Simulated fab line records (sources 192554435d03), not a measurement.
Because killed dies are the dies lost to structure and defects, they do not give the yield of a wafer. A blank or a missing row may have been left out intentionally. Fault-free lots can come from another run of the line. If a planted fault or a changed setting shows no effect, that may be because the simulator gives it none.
Chamber matching	flow n5-finfet	N5_BEOL_M6_VIA_ETCH_34 on rie-diel-06 has 4 sister chambers
The step etches SiCOH lowk in C4F6/O2, target depth 126.3 nm, time 50.9 s. 4 wafers are shown with their chamber, then 7 later ones without.

## WAFERS WITH THEIR CHAMBER
wafer	chamber	showerhead-plenum-p-Torr (Torr)
L080.2	0	3.02
L082.1	1	2.78
L086.3	2	2.92
L086.4	3	2.75

## WAFERS WITH NO CHAMBER GIVEN
wafer	showerhead-plenum-p-Torr (Torr)
L086.6	2.92
L090.2	2.92
L090.5	2.75
L090.6	3.01
L095.1	3.00
L095.2	2.74
L095.3	2.77

## EACH ONE'S CHAMBER
wafer	from the rows above	in truth
L086.6	2	2
L090.2	2	2
L090.5	3	3
L090.6	0	0
L095.1	0	0
L095.2	3	3
L095.3	can't be placed: 1 or 3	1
6 of 7 placed correctly. Not placeable from these rows: 1 (in 1, the candidates include the true chamber). Wrongly placed: 0.
How it was worked out, from the rows above alone: a wafer's distance from a chamber is the root of the sum, over the readings, of the square of ((its reading less the chamber's mean) divided by the reading's scatter). If the next closest chamber is less than 2 further off than the closest, the wafer can't be placed; otherwise it belongs to the closest. Each chamber's mean is taken over the wafers shown for it. The scatter: root of mean squared gap, hidden wafer to nearest shown wafer, with one shown wafer a chamber.
